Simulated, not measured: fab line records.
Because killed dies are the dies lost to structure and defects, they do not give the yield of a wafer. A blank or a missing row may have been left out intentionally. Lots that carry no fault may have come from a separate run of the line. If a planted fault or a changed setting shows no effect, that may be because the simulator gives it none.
fab line records	flow n5-finfet
record lots=7	wafers=39
route steps=1938 shown ZERO_LAYER@11 MOL_CONTACT_COAG@542 BEOL_M0_SAQP@635 BEOL_M8@1335
start-h: the number of hours between the record's first day and the start of the first shown wafer of the lot	wait-h: hours from the lot's prior step to this one	" identical to the entry in the row above	L1.1+2: several wafers, shown together as one row	- no value present, or no start provided	* or withheld: withheld	< > ~ a bound
route shown NAME@n: a module of which the file shows steps, and the number in the route of the first	usual: mean and standard deviation over wafers with no fault	same: alike in all rows	chamber/n: place in a boat	sites: readings site by site	_std_site: standard deviation of those values	_edge_site: the outer-site mean with the inner-site mean subtracted	radius-mm: how far each site lies from the wafer's centre	mask NAME#n: copy n	behind: the tool/chamber that last shaped the wafer	hold: why the lot was held/for how many hours/how that ended	device: names the non-switching transistor (n, p or np)	end of line: the same wafers' tests at the end of the route	for a step that has no rows: nothing shown but its recipe	killed: the dies lost at the first sort to structure and to defects; this is not the yield of the wafer	map: dies across one wafer; x = killed, . = not, _ = none there
set.NAME: the run value of the setting; set.NAME@STEP: its run value at that earlier step	model.NAME: the simulator's own value behind a step, which no gauge read
lots where settings were altered on purpose, with a table for each step and a row for each wafer
## steps
# step N5_ZERO_LAYER_DEVELOP_10
# recipe develop-time-s=60	rinse-liquid=diw	dry=air-spin	dev-temp-c=21
lot.wafer	tool	chamber	start-h	wait-h	set.develop-time-s
L076.1+3+4	litho-track-05	0	-	-	89.35
L076.2+5+6	"	0	"	"	60
L078.2+3+4	litho-track-01	0	-	-	60
L080.1+3+5	litho-track-04	0	-	-	60
L080.2+4+6	"	0	"	"	29.78
L082.1+2+5	litho-track-01	0	-	-	60
L082.3+4+6	"	0	"	"	70.92
L084.1+2+5	litho-track-01	0	-	-	42.22
L084.3+4+6	"	0	"	"	60
L092.1+2+3+4+5+6	litho-track-04	0	-	-	60
L094.1+2+5	litho-track-01	0	-	-	60
L094.3+4+6	"	0	"	"	80.21
# step N5_ZERO_LAYER_HARDBAKE_23
# recipe temp-c=130	time-s=120
# step N5_ZERO_LAYER_CD_MEAS_11
# recipe target-cd-nm=2000	landing-energy-ev=500	detector=se-inlens
# usual cd-nm=2002.7/2.5
lot.wafer	tool	chamber	start-h	wait-h	set.develop-time-s@ZERO_LAYER_DEVELOP_10	cd-nm
L076.1	cd-sem-03	0	24.81	-	89.35	2011.0
L076.2	"	0	"	"	60	2003.3
L076.3	"	0	"	"	89.35	2010.7
L076.4	"	0	"	"	89.35	2012.0
L076.5	"	0	"	"	60	2004.6
L076.6	"	0	"	"	60	2001.8
L078.2	cd-sem-02	0	36.75	-	60	2000.1
L078.3	"	0	"	"	60	2001.5
L078.4	"	0	"	"	60	2004.5
L080.1	cd-sem-01	0	48.79	-	60	2003.5
L080.2	"	0	"	"	29.78	1987.9
L080.3	"	0	"	"	60	2009.0
L080.4	"	0	"	"	29.78	1991.3
L080.5	"	0	"	"	60	1999.7
L080.6	"	0	"	"	29.78	1993.3
L082.1	cd-sem-03	0	60.77	-	60	2005.2
L082.2	"	0	"	"	60	2002.2
L082.3	"	0	"	"	70.92	2005.3
L082.4	"	0	"	"	70.92	2010.1
L082.5	"	0	"	"	60	2002.5
L082.6	"	0	"	"	70.92	2007.6
L084.1	cd-sem-01	0	72.64	-	42.22	1992.4
L084.2	"	0	"	"	42.22	1992.7
L084.3	"	0	"	"	60	2004.9
L084.4	"	0	"	"	60	2000.1
L084.5	"	0	"	"	42.22	1992.3
L084.6	"	0	"	"	60	2003.0
L092.1	cd-sem-02	0	120.64	-	60	2002.3
L092.2	"	0	"	"	60	2002.4
L092.3	"	0	"	"	60	2002.4
L092.4	"	0	"	"	60	2000.5
L092.5	"	0	"	"	60	2006.0
L092.6	"	0	"	"	60	2006.0
L094.1	cd-sem-02	0	132.77	-	60	2000.2
L094.2	"	0	"	"	60	2001.6
L094.3	"	0	"	"	80.21	2006.2
L094.4	"	0	"	"	80.21	2007.7
L094.5	"	0	"	"	60	1998.9
L094.6	"	0	"	"	80.21	2008.5
# step N5_ZERO_LAYER_DESCUM_16
# recipe chemistry=O2	time-s=7.9	source-power-w=50	bias-power-w=20	pressure-mtorr=20	rf-frequency-hz=2.712e+07	temp-c=40	o2-flow-sccm=225
lot.wafer	tool	chamber	start-h	wait-h	set.develop-time-s@ZERO_LAYER_DEVELOP_10	model.ZERO_LAYER.cd-nm
L076.1+3+4	rie-diel-03	1,3,2	24.91	0.1	89.35	2011
L076.2	"	2	"	"	60	2003
L076.5	"	3	"	"	60	2005
L076.6	"	1	"	"	60	2002
L078.2	rie-diel-01	1	36.78	0.0	60	2000
L078.3	"	3	"	"	60	2001
L078.4	"	0	"	"	60	2004
L080.1	rie-diel-03	1	48.83	0.0	60	2004
L080.2	"	3	"	"	29.78	1988
L080.3	"	0	"	"	60	2009
L080.4	"	2	"	"	29.78	1991
L080.5	"	3	"	"	60	2000
L080.6	"	0	"	"	29.78	1993
L082.1	rie-diel-04	1	60.93	0.2	60	2005
L082.2+5	"	2	"	"	60	2002
L082.3	"	3	"	"	70.92	2005
L082.4	"	0	"	"	70.92	2010
L082.6	"	3	"	"	70.92	2007
L084.1+5	rie-diel-04	2,0	73.02	0.4	42.22	1992
L084.2	"	1	"	"	42.22	1993
L084.3	"	0	"	"	60	2005
L084.4	"	3	"	"	60	2000
L084.6	"	3	"	"	60	2003
L092.1+3	rie-diel-04	1,2	120.68	0.0	60	2002
L092.2	"	0	"	"	60	2003
L092.4	"	3	"	"	60	2001
L092.5+6	"	3,0	"	"	60	2006
L094.1	rie-diel-03	0	132.81	0.0	60	2000
L094.2	"	1	"	"	60	2002
L094.3	"	3	"	"	80.21	2006
L094.4	"	2	"	"	80.21	2007
L094.5	"	3	"	"	60	1999
L094.6	"	0	"	"	80.21	2009
# step N5_MOL_CONTACT_COAG_PRECLEAN_111
# recipe chemistry=NF3:NH3	afs-cycles=1	temp-c=30	time-s=20	sublimation-temp-c=180	sublimation-time-s=60	pressure-torr=3	rf-power-w=30
lot.wafer	tool	chamber	start-h	wait-h	set.time-s	model.SiNx_of_SPACER0_ALD_07.thk-nm	model.SiNx_of_GATE_CUT_SAC_CAP_01.thk-nm
L076.1+2+5	remote-plasma-02	1	102.74	0.2	20	1.2	20.4
L076.3	"	1	"	"	30.46	0.8	20
L076.4+6	"	1	"	"	30.46	0.8	19.8
L078.2+4	remote-plasma-01	0	113.31	1.6	20	1	20.2
L078.3	"	0	"	"	20	1	20.4
L080.1+6	remote-plasma-01	1	126.54	0.2	9.555	1.6	20.6
L080.2+3+4	"	1	"	"	20	1	20.4
L080.5	"	1	"	"	9.555	1.6	20.8
L082.1+4+6	remote-plasma-02	0	139.29	0.2	20	1.2	20.4
L082.2+3+5	"	0	"	"	10.81	1.4	20.8
L084.1+4	remote-plasma-02	0	150.50	0.7	20	1.2	20.2
L084.2	"	0	"	"	20	1	20.4
L084.3+6	"	0	"	"	20	1.2	20.4
L084.5	"	0	"	"	20	1	20.2
L092.1+2	remote-plasma-02	1	196.18	0.2	20	1.2	20.4
L092.3+4	"	1	"	"	20	1	20.2
L092.5+6	"	1	"	"	20	1	20.4
L094.1+2+3	remote-plasma-01	1	209.08	0.5	29.99	0.8	20
L094.4	"	1	"	"	20	1	20.2
L094.5+6	"	1	"	"	20	1	20.4
# step N5_MOL_CONTACT_COAG_TI_SIL_19
# recipe material=Ti	target-thk-a=42	temp-c=200	chamber-pressure-pa=5	power-w=5000	time-s=15
# step N5_MOL_CONTACT_COAG_ALD_20
# recipe material=TiN	target-thk-a=15	temp-c=400	ald-precursor-family=TiCl4	ald-co-reactant=NH3	pulse-time-s=1	purge-time-s=3	co-reactant-purge-time-s=2	co-reactant-pulse-time-s=2	ald-cycles=68	pressure-torr=3
# step N5_MOL_CONTACT_COAG_WET_ETCH_26
# recipe target=Co	target-depth-nm=13
lot.wafer	tool	chamber	start-h	wait-h	set.time-s@MOL_CONTACT_COAG_PRECLEAN_111	model.SiNx_of_GATE_CUT_SAC_CAP_01.thk-nm
L076.1+5	wet-bench-06	5,2	108.99	0.0	20	18.4
L076.2	"	3	"	"	20	18.2
L076.3+4+6	"	1,4,0	"	"	30.46	17.8
L078.2+3+4	wet-bench-03	7,0,1	119.49	0.0	20	18.2
L080.1	wet-bench-03	1	130.49	0.0	9.555	18.4
L080.2+3+4	"	3,0,4	"	"	20	18.2
L080.5+6	"	2,7	"	"	9.555	18.6
L082.1+6	wet-bench-06	2,0	144.72	0.0	20	18.2
L082.2+3+5	"	7,1,3	"	"	10.81	18.6
L082.4	"	4	"	"	20	18.4
L084.1+2+3+4+5+6	wet-bench-06	4,3,5,1,0,2	155.50	0.0	20	18.2
L092.1+3+4+5	wet-bench-03	0,4,6,7	201.08	0.0	20	18.2
L092.2+6	"	1,5	"	"	20	18.4
L094.1+3	wet-bench-06	7,2	213.11	0.0	29.99	18
L094.2	"	4	"	"	29.99	17.8
L094.4+5+6	"	5,3,6	"	"	20	18.2
# step N5_MOL_CONTACT_COAG_WET_ETCH_116
# recipe chemistry=SC1-inhibited	target-depth-nm=4.6	dry=ipa-marangoni	rinse-time-s=30	rinse-temp-c=23
# step N5_MOL_CONTACT_COAG_ALD_27
# recipe material=SiOC	target-thk-a=170	temp-c=400	ald-precursor-family=carbosiloxane	ald-co-reactant=H2-plasma	pulse-time-s=1.5	time-s=2720	purge-time-s=2	co-reactant-purge-time-s=2	ald-cycles=340	pressure-torr=2
# step N5_MOL_CONTACT_COAG_CMP_28
# recipe stop-on=SiNx	t-overpolish-s=0.85	post-cmp-clean=alkaline-brush	down-force-psi=4.15	platen-rpm=51.8	pad-velocity-m-s=1.0307	target-thk-nm=14.522
# step N5_MOL_CONTACT_COAG_THK_MEAS_29
# recipe reads=SiNx_of_GATE_CUT_PECVD_57+SiNx_of_GATE_CUT_SAC_CAP_01
# usual MD_CAP_THK=17.92/0.11
lot.wafer	tool	chamber	start-h	wait-h	set.time-s@MOL_CONTACT_COAG_PRECLEAN_111	MD_CAP_THK[nm]
L076.1	film-metro-02	-	111.37	-	20	18.05
L076.2	"	-	"	"	20	18.01
L076.3	"	-	"	"	30.46	17.58
L076.4	"	-	"	"	30.46	17.49
L076.5	"	-	"	"	20	18.01
L076.6	"	-	"	"	30.46	17.54
L078.2	film-metro-01	-	121.84	-	20	17.88
L078.3	"	-	"	"	20	17.93
L078.4	"	-	"	"	20	17.93
L080.1	film-metro-01	-	132.83	-	9.555	18.14
L080.2	"	-	"	"	20	17.90
L080.3	"	-	"	"	20	17.97
L080.4	"	-	"	"	20	17.99
L080.5	"	-	"	"	9.555	18.27
L080.6	"	-	"	"	9.555	18.24
L082.1	film-metro-01	-	147.28	-	20	17.99
L082.2	"	-	"	"	10.81	18.27
L082.3	"	-	"	"	10.81	18.38
L082.4	"	-	"	"	20	18.03
L082.5	"	-	"	"	10.81	18.22
L082.6	"	-	"	"	20	17.93
L084.1	film-metro-01	-	158.97	-	20	17.83
L084.2	"	-	"	"	20	17.94
L084.3	"	-	"	"	20	17.92
L084.4	"	-	"	"	20	17.86
L084.5	"	-	"	"	20	17.96
L084.6	"	-	"	"	20	17.98
L092.1	film-metro-02	-	203.43	-	20	18.02
L092.2	"	-	"	"	20	17.99
L092.3	"	-	"	"	20	17.90
L092.4	"	-	"	"	20	17.81
L092.5	"	-	"	"	20	17.90
L092.6	"	-	"	"	20	18.04
L094.1	film-metro-02	-	217.28	-	29.99	17.66
L094.2	"	-	"	"	29.99	17.62
L094.3	"	-	"	"	29.99	17.60
L094.4	"	-	"	"	20	17.85
L094.5	"	-	"	"	20	17.94
L094.6	"	-	"	"	20	17.94
# step N5_MOL_CONTACT_COAG_ALD_123
# recipe material=SiNx	target-thk-a=50	temp-c=400	ald-precursor-family=SiH2I2	ald-co-reactant=N2/H2-plasma	pulse-time-s=1	purge-time-s=2	co-reactant-purge-time-s=2	ald-cycles=100	pressure-torr=2
# step N5_MOL_CONTACT_COAG_PECVD_31
# recipe material=SiO2	target-thk-a=460	temp-c=400	precursor=TEOS/O2	pressure-torr=6.5	rf-w=withheld	teos-flow-sccm=withheld	gas=O2	flow-sccm=2650	time-s=8.9
# step N5_MOL_CONTACT_COAG_VIA_ETCH_46
# recipe chemistry=C4F6/O2	target-depth-a=460	overetch-a=92	mask-material=SOC	target=SiO2	bias-w=455	pressure-mtorr=10	time-s=40	source-w=325	Ar_flow_sccm=300	C4F6_flow_sccm=10	O2_flow_sccm=10	ion-energy-ev=575.3	ends=end-point
# step N5_MOL_CONTACT_COAG_STRIP_96
# recipe chemistry=N2/H2	power-w=500	temp-c=40	pressure-mtorr=50	rf-frequency-hz=6e+07	overash-fraction=0.3	bias-power-w=28	h2-frac=0.5	n2-flow-sccm=300	h2-flow-sccm=300
# step N5_MOL_CONTACT_COAG_ETCH_47
# recipe chemistry=CH3F/O2	target=SiNx	target-depth-a=270	mask-material=SiO2	stop-on=W	over-etch-frac=0.2	ion-energy-ev=120	endpoint=OES-CN	pressure-mtorr=30	source-w=395	bias-w=73	Ar_flow_sccm=150	CH3F_flow_sccm=30	O2_flow_sccm=20	ends=end-point
lot.wafer	tool	chamber	start-h	wait-h	set.time-s@MOL_CONTACT_COAG_PRECLEAN_111	model.etch.depth-nm
L076.1	rie-diel-06	0	113.07	0.0	20	18.02
L076.2	"	2	"	"	20	17.97
L076.3	"	3	"	"	30.46	17.59
L076.4	"	1	"	"	30.46	17.52
L076.5	"	3	"	"	20	18.01
L076.6	"	0	"	"	30.46	17.53
L078.2	rie-diel-05	1	124.31	0.0	20	17.87
L078.3	"	0	"	"	20	17.92
L078.4	"	0	"	"	20	17.88
L080.1	rie-diel-02	0	134.72	0.0	9.555	18.15
L080.2	"	3	"	"	20	17.91
L080.3	"	1	"	"	20	17.96
L080.4	"	2	"	"	20	17.99
L080.5	"	3	"	"	9.555	18.26
L080.6	"	2	"	"	9.555	18.25
L082.1	rie-diel-05	3	149.01	0.0	20	17.96
L082.2	"	0	"	"	10.81	18.27
L082.3	"	2	"	"	10.81	18.34
L082.4	"	1	"	"	20	18.03
L082.5	"	1	"	"	10.81	18.29
L082.6	"	0	"	"	20	17.95
L084.1	rie-diel-05	1	160.55	0.0	20	17.84
L084.2+3	"	0,3	"	"	20	17.93
L084.4	"	2	"	"	20	17.85
L084.5	"	3	"	"	20	17.87
L084.6	"	2	"	"	20	18
L092.1	rie-diel-06	3	205.63	0.0	20	17.99
L092.2	"	1	"	"	20	18.02
L092.3	"	2	"	"	20	17.86
L092.4	"	0	"	"	20	17.84
L092.5	"	1	"	"	20	17.95
L092.6	"	2	"	"	20	18.03
L094.1	rie-diel-06	2	219.06	0.0	29.99	17.63
L094.2	"	0	"	"	29.99	17.59
L094.3	"	3	"	"	29.99	17.64
L094.4	"	0	"	"	20	17.83
L094.5	"	2	"	"	20	17.94
L094.6	"	3	"	"	20	17.95
# step N5_BEOL_M0_SAQP_PECVD_03
# recipe material=SiCN	target-thk-a=120	temp-c=withheld	precursor=3MS/NH3	pressure-torr=3	rf-w=202	time-s=21.1
lot.wafer	tool	chamber	start-h	wait-h	set.time-s	model.SiCN_of_BEOL_M0_SAQP_PECVD_03.thk-nm
L076.1+2	pecvd-04	1,0	119.83	0.1	29.52	16.6
L076.3+5+6	"	2,1,2	"	"	21.1	12.2
L076.4	"	0	"	"	29.52	16.8
L078.2	pecvd-02	2	130.85	0.1	21.1	11.8
L078.3+4	"	0,1	"	"	21.1	12
L080.1+6	pecvd-02	0,2	142.23	0.1	16.66	9.4
L080.2	"	2	"	"	16.66	9.2
L080.3	"	1	"	"	21.1	11.8
L080.4+5	"	1,0	"	"	21.1	12
L082.1	pecvd-02	2	155.37	0.1	21.1	11.8
L082.2	"	1	"	"	21.1	12
L082.3+5	"	0,2	"	"	10.01	6
L082.4	"	1	"	"	21.1	12.2
L082.6	"	0	"	"	10.01	5.8
L084.1+3	pecvd-02	2,0	169.15	0.1	21.1	11.8
L084.2	"	1	"	"	21.1	11.6
L084.4	"	1	"	"	29.36	16.4
L084.5+6	"	0,2	"	"	29.36	16.6
L092.1+6	pecvd-02	0,2	213.07	0.1	21.1	12
L092.2	"	1	"	"	21.1	11.8
L092.3	"	2	"	"	24.9	13.8
L092.4	"	1	"	"	24.9	14.2
L092.5	"	0	"	"	24.9	14.6
L094.1+4	pecvd-01	0,2	226.02	0.1	9.854	5.8
L094.2	"	2	"	"	21.1	12
L094.3	"	1	"	"	21.1	11.8
L094.5	"	1	"	"	9.854	5.6
L094.6	"	0	"	"	21.1	12.2
# step N5_BEOL_M8_PECVD_70
# recipe material=SiO2	target-thk-a=200	temp-c=400	precursor=TEOS/O2	pressure-torr=5.5	rf-w=450	teos-flow-sccm=53.8	gas=O2	flow-sccm=3000	time-s=22.7
lot.wafer	tool	chamber	start-h	wait-h	set.time-s	model.SiO2_of_BEOL_M8_PECVD_70.thk-nm
L078.2	pecvd-03	1	233.97	0.0	22.7	20
L078.3	"	0	"	"	22.7	19.4
L078.4	"	1	"	"	22.7	20.6
L076.1	pecvd-04	1	235.58	0.0	17.03	14.6
L076.2	"	0	"	"	22.7	19.4
L076.3	"	2	"	"	22.7	20.4
L076.4	"	0	"	"	22.7	19.6
L076.5	"	1	"	"	17.03	15.2
L076.6	"	2	"	"	17.03	15.4
L080.1	pecvd-03	1	246.43	0.0	29.42	25.4
L080.2	"	0	"	"	29.42	25.2
L080.3	"	2	"	"	22.7	19.8
L080.4	"	0	"	"	29.42	25.8
L080.5+6	"	2,1	"	"	22.7	20.4
L082.1	pecvd-03	2	263.77	0.0	35.29	30.4
L082.2	"	1	"	"	22.7	20
L082.3	"	0	"	"	22.7	19.6
L082.4	"	2	"	"	22.7	20.4
L082.5	"	1	"	"	35.29	31
L082.6	"	0	"	"	35.29	30.8
L084.1	pecvd-04	0	268.51	0.0	22.7	19.4
L084.2	"	2	"	"	22.7	20
L084.3+4	"	1	"	"	10.89	9.6
L084.5	"	2	"	"	22.7	20.6
L084.6	"	0	"	"	10.89	10
L092.1	pecvd-01	2	312.56	0.0	18.89	16.4
L092.2+3	"	1,0	"	"	18.89	16.8
L092.4	"	1	"	"	22.7	20.2
L092.5	"	0	"	"	22.7	20.6
L092.6	"	2	"	"	22.7	20
L094.1	pecvd-03	1	314.75	0.0	28.77	25.4
L094.2	"	2	"	"	28.77	25.2
L094.3	"	0	"	"	22.7	19.8
L094.4	"	0	"	"	22.7	20.2
L094.5	"	2	"	"	22.7	20.4
L094.6	"	1	"	"	28.77	25.8
# step N5_BEOL_M8_HM_DEP_02
# recipe material=TiN	target-thk-a=200	temp-c=25	chamber-pressure-pa=0.49996
# step N5_BEOL_M8_COAT_59
# recipe resist=SOC	temp-c=250	time-s=60	spin-rpm=1500	resist-thk-nm=100
# step N5_BEOL_M8_STRIP_80
# recipe chemistry=N2/H2	time-s=10	power-w=450	temp-c=40	pressure-mtorr=20	rf-frequency-hz=6e+07	bias-power-w=7	n2-flow-sccm=200	h2-flow-sccm=200
# step N5_BEOL_M8_HM_STRIP_39
# recipe chemistry=peroxide-tin-strip	material=TiN	target-depth-a=250	temp-c=50	time-s=158
lot.wafer	tool	chamber	start-h	wait-h	set.time-s@BEOL_M8_PECVD_70	model.SiO2_of_BEOL_M8_PECVD_70.thk-nm
L078.2	wet-bench-04	5	236.93	0.0	22.7	20
L078.3	"	3	"	"	22.7	19.2
L078.4	"	4	"	"	22.7	20.4
L076.1	wet-bench-06	5	243.25	0.0	17.03	14.4
L076.2	"	6	"	"	22.7	19.2
L076.3	"	2	"	"	22.7	20.2
L076.4	"	1	"	"	22.7	19.6
L076.5	"	0	"	"	17.03	15
L076.6	"	7	"	"	17.03	15.2
L080.1	wet-bench-03	1	252.39	0.0	29.42	25.4
L080.2	"	0	"	"	29.42	25
L080.3	"	6	"	"	22.7	19.6
L080.4	"	3	"	"	29.42	25.6
L080.5+6	"	7,2	"	"	22.7	20.2
L082.1	wet-bench-04	6	266.72	0.0	35.29	30.2
L082.2	"	1	"	"	22.7	20
L082.3	"	7	"	"	22.7	19.4
L082.4	"	3	"	"	22.7	20.2
L082.5	"	0	"	"	35.29	31
L082.6	"	2	"	"	35.29	30.8
L084.1	wet-bench-03	0	272.68	0.0	22.7	19.2
L084.2	"	6	"	"	22.7	19.8
L084.3+4	"	5,3	"	"	10.89	9.4
L084.5	"	4	"	"	22.7	20.4
L084.6	"	7	"	"	10.89	9.8
L092.1	wet-bench-06	4	318.78	0.0	18.89	16.2
L092.2	"	3	"	"	18.89	16.6
L092.3	"	1	"	"	18.89	16.8
L092.4	"	5	"	"	22.7	20
L092.5	"	0	"	"	22.7	20.4
L092.6	"	2	"	"	22.7	19.8
L094.1	wet-bench-06	4	319.73	0.0	28.77	25.4
L094.2	"	2	"	"	28.77	25
L094.3	"	6	"	"	22.7	19.6
L094.4	"	7	"	"	22.7	20
L094.5	"	5	"	"	22.7	20.4
L094.6	"	3	"	"	28.77	25.6
## key
split step=N5_ZERO_LAYER_DEVELOP_10	setting=develop-time-s	stated=60	by=wafer
response step=N5_ZERO_LAYER_CD_MEAS_11	reading=cd-nm	change=+0.231	per=1%	r=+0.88
response step=N5_ZERO_LAYER_DESCUM_16	reading=model.ZERO_LAYER.cd-nm	change=+0.232	per=1%	r=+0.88
split step=N5_MOL_CONTACT_COAG_PRECLEAN_111	setting=time-s	stated=20	by=wafer
response step=N5_MOL_CONTACT_COAG_PRECLEAN_111	reading=model.SiNx_of_SPACER0_ALD_07.thk-nm	change=-0.00709	per=1%	r=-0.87
response step=N5_MOL_CONTACT_COAG_PRECLEAN_111	reading=model.SiNx_of_GATE_CUT_SAC_CAP_01.thk-nm	change=-0.00763	per=1%	r=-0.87
response step=N5_MOL_CONTACT_COAG_WET_ETCH_26	reading=model.SiNx_of_GATE_CUT_SAC_CAP_01.thk-nm	change=-0.00734	per=1%	r=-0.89
response step=N5_MOL_CONTACT_COAG_THK_MEAS_29	reading=MD_CAP_THK	change=-0.00671	per=1%	r=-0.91
response step=N5_MOL_CONTACT_COAG_ETCH_47	reading=model.etch.depth-nm	change=-0.00663	per=1%	r=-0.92
split step=N5_BEOL_M0_SAQP_PECVD_03	setting=time-s	stated=21.1	by=wafer
response step=N5_BEOL_M0_SAQP_PECVD_03	reading=model.SiCN_of_BEOL_M0_SAQP_PECVD_03.thk-nm	change=+0.117	per=1%	r=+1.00
split step=N5_BEOL_M8_PECVD_70	setting=time-s	stated=22.7	by=wafer
response step=N5_BEOL_M8_PECVD_70	reading=model.SiO2_of_BEOL_M8_PECVD_70.thk-nm	change=+0.194	per=1%	r=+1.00
response step=N5_BEOL_M8_HM_STRIP_39	reading=model.SiO2_of_BEOL_M8_PECVD_70.thk-nm	change=+0.195	per=1%	r=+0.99
